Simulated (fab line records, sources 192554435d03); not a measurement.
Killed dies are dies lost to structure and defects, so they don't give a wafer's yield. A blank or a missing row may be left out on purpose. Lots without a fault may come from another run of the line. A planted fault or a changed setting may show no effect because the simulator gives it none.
One fault seen from 2 desks | flow n5_finfet | each desk has only its own numbers; what lay behind them comes last

THE TOOL OWNER'S DESK: pecvd-01
The tool's own readings at N5_BEOL_M0_SAQP_PECVD_96 (deposits a-Si from SiH4/He, target thk 45 nm, time 45.2 s): means of the sampled wafers that have a number, for each lot that ran on this tool. A lot is out of limits, marked OUT, if its mean lies more than 4 standard deviations from the usual mean; the brackets give that distance.
Columns: A = heater_power_w at N5_BEOL_M0_SAQP_PECVD_96, usual 610 W; B = run_length_s at N5_BEOL_M0_SAQP_PECVD_96, usual 81.1 s; C = showerhead_plenum_p_Torr at N5_BEOL_M0_SAQP_PECVD_96, usual 5.66 Torr; D = throttle_valve_pct at N5_BEOL_M0_SAQP_PECVD_96, usual 18.3 %
lot  | first seen here | A   | B              | C    | D
L251 | day 9 00:19     | 626 | 80.8           | 5.70 | 19.4
L255 | day 10 00:38    | 609 | 65.5 (-30) OUT | 5.70 | 18.7
L256 | day 10 08:01    | 664 | 65.3 (-30) OUT | 5.69 | 19.2
L257 | day 10 10:04    | 635 | 73.3 (-15) OUT | 5.70 | 19.3
This desk's finding: out of limits on L255, L256, L257; first on L255, day 10 00:38 (run_length_s at N5_BEOL_M0_SAQP_PECVD_96). In limits: L251.

THE METROLOGY DESK
What the gauges read, lot by lot, whatever tool the lot ran on: means of the sampled wafers that have a number. A lot is out of limits, marked OUT, if its mean lies more than 4 standard deviations from the usual mean; the brackets give that distance. Of its 10 readings 7 are shown: those that lie furthest out on some lot.
Columns: A = DIBL_N at N5_BEOL_M4_RC_MEAS_101, usual 36.0 mV/V; B = DIBL_P at N5_BEOL_M4_RC_MEAS_101, usual 35.9 mV/V; C = IOFF_P at N5_BEOL_M4_RC_MEAS_101, usual 0.21 nA/um; D = ION_N at N5_BEOL_M4_RC_MEAS_101, usual 675 uA/um; E = ION_P at N5_BEOL_M4_RC_MEAS_101, usual 462 uA/um; F = SS_N at N5_BEOL_M4_RC_MEAS_101, usual 71.5 mV/dec; G = VT_P at N5_BEOL_M4_RC_MEAS_101, usual -251 mV
lot  | first seen here | A    | B    | C    | D   | E   | F    | G
L251 | day 11 03:04    | 35.5 | 34.4 | 0.20 | 661 | 449 | 72.1 | -250
L253 | day 12 03:56    | 34.7 | 35.1 | 0.19 | 675 | 466 | 70.8 | -251
L255 | day 12 06:10    | 34.5 | 36.1 | 0.19 | 670 | 465 | 71.2 | -250
L256 | day 12 08:55    | 38.6 | 38.7 | 0.25 | 689 | 470 | 71.9 | -248
L257 | day 12 09:49    | 35.8 | 34.3 | 0.21 | 690 | 471 | 71.5 | -249
This desk's finding: nothing out of limits on any of the 5 lots.

PUT TOGETHER
The tool owner's desk could have raised an alarm at day 10 00:38, on L255, L256, L257.
The metrology desk saw nothing out of limits.
The metrology desk has L255, L256, L257 on record, within its limits.
Of the lots named, all ran N5_BEOL_M0_SAQP_PECVD_96 on pecvd-01.

WHAT THE SIMULATOR HAD PUT IN
Process parameter drift: pecvd-01, from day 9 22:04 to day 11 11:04, at N5_BEOL_M0_SAQP_PECVD_96. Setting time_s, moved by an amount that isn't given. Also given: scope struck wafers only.
Lots struck among those shown: L255, L256, L257.
Hours from the fault's start to each desk's first reading out of limits: the tool owner's desk, 3.
